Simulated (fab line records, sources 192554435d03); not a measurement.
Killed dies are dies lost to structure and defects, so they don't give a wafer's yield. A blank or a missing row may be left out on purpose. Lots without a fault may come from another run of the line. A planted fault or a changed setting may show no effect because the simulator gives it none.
Chamber matching | flow n5_finfet | N5_BEOL_M4_ETCH_70 on rie_diel-01: 4 sister chambers
The step etches SOC in N2/H2, target depth 80 nm, overetch 24 nm, time 130 s. 14 wafers are shown with their chamber, then 7 later ones without.

WAFERS WITH THEIR CHAMBER
wafer  | chamber | drypump_motor_current_A (A) | showerhead_plenum_p_Torr (Torr) | throttle_valve_pct (%)
L539.3 | 0       | 6.2                         | 2.46                            | 17.63
L539.4 | 0       | 6.2                         | 2.46                            | 17.65
L539.6 | 3       | 6.2                         | 2.46                            | 17.69
L547.4 | 2       | 5.6                         | 2.56                            | 17.97
L547.5 | 3       | 6.2                         | 2.45                            | 17.74
L547.6 | 0       | 6.2                         | 2.45                            | 17.68
L548.3 | 1       | 5.0                         | 2.70                            | 17.61
L548.4 | 2       | 5.7                         | 2.56                            | 17.96
L548.6 | 2       | 5.7                         | 2.56                            | 17.96
L551.1 | 0       | 6.2                         | 2.45                            | 17.71
L551.2 | 3       | 6.2                         | 2.44                            | 17.76
L551.3 | 1       | 5.0                         | 2.70                            | 17.64
L554.3 | 0       | 6.3                         | 2.45                            | 17.70
L554.4 | 1       | 5.0                         | 2.69                            | 17.65

SIGNATURES (means of the wafers above)
reading                  | chamber 0 | chamber 1 | chamber 2 | chamber 3 | scatter within a chamber
drypump_motor_current_A  | 6.220     | 5.000     | 5.667     | 6.200     | 0.0383
showerhead_plenum_p_Torr | 2.4540    | 2.6967    | 2.5600    | 2.4500    | 0.00622
throttle_valve_pct       | 17.6740   | 17.6333   | 17.9633   | 17.7300   | 0.0284
Rule: a wafer's distance from a chamber is the root of the sum, over the readings, of the square of ((its reading less the chamber's mean) divided by the reading's scatter). The wafer belongs to the nearest chamber; if the next one is less than 2 further off, it can't be placed. The scatter: the root of (the sum of the squares of (reading less its chamber's mean) over the shown wafers, divided by (wafers less chambers)).

WAFERS WITHOUT THEIR CHAMBER
wafer  | drypump_motor_current_A (A) | showerhead_plenum_p_Torr (Torr) | throttle_valve_pct (%)
L554.6 | 6.2                         | 2.44                            | 17.76
L559.3 | 6.2                         | 2.44                            | 17.75
L559.4 | 5.6                         | 2.55                            | 17.99
L559.5 | 5.0                         | 2.69                            | 17.66
L561.2 | 5.1                         | 2.68                            | 17.66
L561.4 | 6.2                         | 2.44                            | 17.75
L561.6 | 5.1                         | 2.68                            | 17.66

WHICH CHAMBER EACH WENT THROUGH
wafer  | from the rows above     | in truth
L554.6 | can't be placed: 3 or 0 | 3
L559.3 | can't be placed: 3 or 0 | 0
L559.4 | 2                       | 2
L559.5 | 1                       | 1
L561.2 | 1                       | 1
L561.4 | can't be placed: 3 or 0 | 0
L561.6 | 1                       | 1
Placed correctly: 4 of 7. Can't be placed from these rows: 3 (the true chamber is among the candidates in 3). Placed wrongly: 0.
